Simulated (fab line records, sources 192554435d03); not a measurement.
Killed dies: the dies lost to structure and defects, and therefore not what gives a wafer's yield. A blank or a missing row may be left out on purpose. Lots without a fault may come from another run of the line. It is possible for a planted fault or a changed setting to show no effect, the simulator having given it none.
Chamber matching ; flow n5 finfet ; 4 sister chambers for N5_MOL_CONTACT_COAG_ALD_133 on ald sin-03
The step deposits SiO2, target thk 5 nm, pulse time 1 s, co reactant pulse time 1 s. 18 wafers are shown with their chamber, then 9 later ones without.

## WAFERS WITH THEIR CHAMBER
wafer;chamber;heater power w (W);precursor pulse height rel
L074.3;3;92;0.984
L074.4;2;79;0.978
L074.5;1;79;1.001
L075.1;3;93;1.011
L075.2;0;69;1.019
L075.3;2;78;0.987
L075.4;1;80;1.004
L075.5;0;73;1.011
L075.6;3;92;0.978
L090.2;0;70;0.994
L090.3;3;94;0.992
L090.5;1;82;0.991
L091.1;2;79;1.005
L091.3;0;71;0.987
L091.6;2;81;1.008
L092.3;0;71;1.018
L092.5;1;79;0.991
L092.6;2;79;1.003

SIGNATURES (means of the wafers above)
reading;chamber 0;chamber 1;chamber 2;chamber 3;scatter within a chamber
heater power w;70.80;80.00;79.20;92.75;1.26
precursor pulse height rel;1.00580;0.99675;0.99620;0.99125;0.0128
Rule: for a wafer and a chamber, the distance is found by dividing, reading by reading, the gap between the wafer's reading and the chamber's mean by the reading's scatter, squaring, summing and taking the root. If the next closest chamber is less than 2 further off than the closest, the wafer can't be placed; otherwise it belongs to the closest. The scatter: the root of (the sum of the squares of (reading less its chamber's mean) over the shown wafers, divided by (wafers less chambers)).

## WAFERS WHOSE CHAMBER IS MISSING
wafer;heater power w (W);precursor pulse height rel
L093.1;71;0.978
L093.2;80;0.997
L093.3;80;1.016
L093.4;93;1.046
L093.5;72;1.008
L093.6;79;0.990
L096.1;70;1.010
L096.2;79;0.996
L096.6;93;1.003

## EACH ONE'S CHAMBER
wafer;from the rows above;in truth
L093.1;0;0
L093.2;can't be placed: 1 or 2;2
L093.3;can't be placed: 1 or 2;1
L093.4;3;3
L093.5;0;0
L093.6;can't be placed: 2 or 1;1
L096.1;0;0
L096.2;can't be placed: 2 or 1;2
L096.6;3;3
Correct placement for 5 of the 9. Can't be placed from these rows: 4 (the true chamber is among the candidates in 4). Number placed wrongly: 0.
